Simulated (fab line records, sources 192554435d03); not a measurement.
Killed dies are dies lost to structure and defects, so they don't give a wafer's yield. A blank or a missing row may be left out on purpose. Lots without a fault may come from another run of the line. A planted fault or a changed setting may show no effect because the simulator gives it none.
Which tool did it? | flow n5_finfet | 11 lots, 33 wafers sampled, at 1 step of a route of 1938

WHAT THE GAUGES READ, wafer by wafer
N5_MOL_CONTACT_COAG_OVL_MEAS_09.
lot  | measured     | on         | CA_OVL (nm)
L215 | day 4 15:41  | overlay-01 | -1.1 -1.0 -0.4
L216 | day 5 01:13  | overlay-02 | 0.7 0.4 1.1
L218 | day 5 13:59  | overlay-01 | 1.3 1.4 0.9
L220 | day 6 00:42  | overlay-01 | -0.5 0.4 -0.9
L222 | day 6 22:38  | overlay-01 | 0.5 0.9 0.3
L223 | day 6 22:53  | overlay-01 | 0.1 0.6 0.9
L225 | day 7 17:44  | overlay-01 | 1.4 0.4 0.4
L233 | day 9 13:30  | overlay-02 | 0.7 0.0 1.1
L234 | day 10 00:01 | overlay-02 | 0.1 -0.1 0.3
L238 | day 10 11:14 | overlay-02 | 1.4 -0.7 0.6
L237 | day 10 15:30 | overlay-02 | 1.0 -0.4 -0.5

WHICH TOOL RAN EACH LOT (tool, then ch and the chambers of the sampled wafers, then the start)
The record holds no process step before these readings.

WHAT THE TOOLS THEMSELVES READ (means of the sampled wafers that have a number; where no wafer has one, the mark that the record gives instead)
The record holds no such reading with a usual standard deviation.

THE ANSWER, worked out from the rows above alone
Rule: what is usual is taken from the lots themselves. Put in order of their means at a reading, lots are off if they are a third of the lots or fewer, leave a main group of 4 or more, and stand apart from it by a gap of 3 or more times the standard deviation of the main group's means; of several such gaps the widest counts. A main group whose means are all the same, to the digits that the tables above print for the reading, isn't used. A lot without any number at a reading at which 4 lots or more have one is off too. The other lots that the step has rows for count as sound. The gauges are gone through in route order, then the tools' own readings, and for those a lot's mean is taken as printed above. The first step at which some lot is off is used, and at that step the reading that is off furthest; a lot without a number counts as furthest.
No lot is off at any reading shown: from this, nothing can be told.

WHAT THE SIMULATOR HAD PUT IN
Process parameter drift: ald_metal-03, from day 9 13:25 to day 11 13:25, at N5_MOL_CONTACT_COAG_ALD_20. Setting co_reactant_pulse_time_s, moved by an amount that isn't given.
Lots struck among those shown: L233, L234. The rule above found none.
